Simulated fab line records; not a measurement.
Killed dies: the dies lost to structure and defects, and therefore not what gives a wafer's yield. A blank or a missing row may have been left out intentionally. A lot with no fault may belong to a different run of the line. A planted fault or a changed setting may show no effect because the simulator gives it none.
Chamber matching	flow n5 finfet	4 sister chambers for N5_BEOL_M11_ETCH_62 on rie diel-03
The step etches SOC in N2/H2, target depth 110 nm, overetch 22 nm, time 165 s. 7 wafers are shown with their chamber, then 7 later ones without.

EACH WAFER AND ITS CHAMBER
wafer	chamber	showerhead plenum p Torr (Torr)	throttle valve pct (%)
L585.2	2	2.54	17.90
L587.5	3	2.59	17.66
L590.4	3	2.58	17.68
L590.5	0	2.44	17.55
L590.6	1	2.64	17.93
L595.2	1	2.64	17.94
L595.3	0	2.44	17.57

WAFERS WITHOUT THEIR CHAMBER
wafer	showerhead plenum p Torr (Torr)	throttle valve pct (%)
L595.5	2.54	17.90
L593.1	2.64	17.94
L593.2	2.54	17.91
L593.3	2.43	17.58
L594.2	2.58	17.67
L594.3	2.43	17.58
L594.4	2.64	17.92

EACH ONE'S CHAMBER
wafer	from the rows above	in truth
L595.5	2	2
L593.1	1	1
L593.2	2	2
L593.3	0	0
L594.2	3	3
L594.3	0	0
L594.4	1	1
Placed correctly: 7 of 7. Number that these rows cannot place: 0. Placed wrongly: 0.
How it was worked out, from the rows above alone: a wafer's distance from a chamber is the root of the sum, over the readings, of the square of ((its reading less the chamber's mean) divided by the reading's scatter). If the next closest chamber is less than 2 further off than the closest, the wafer can't be placed; otherwise it belongs to the closest. Each chamber's mean is taken over the wafers shown for it. How the scatter is found: for the shown wafers, subtract from each reading the mean of its chamber, square and add these, divide the total by (wafers less chambers), then take the root.
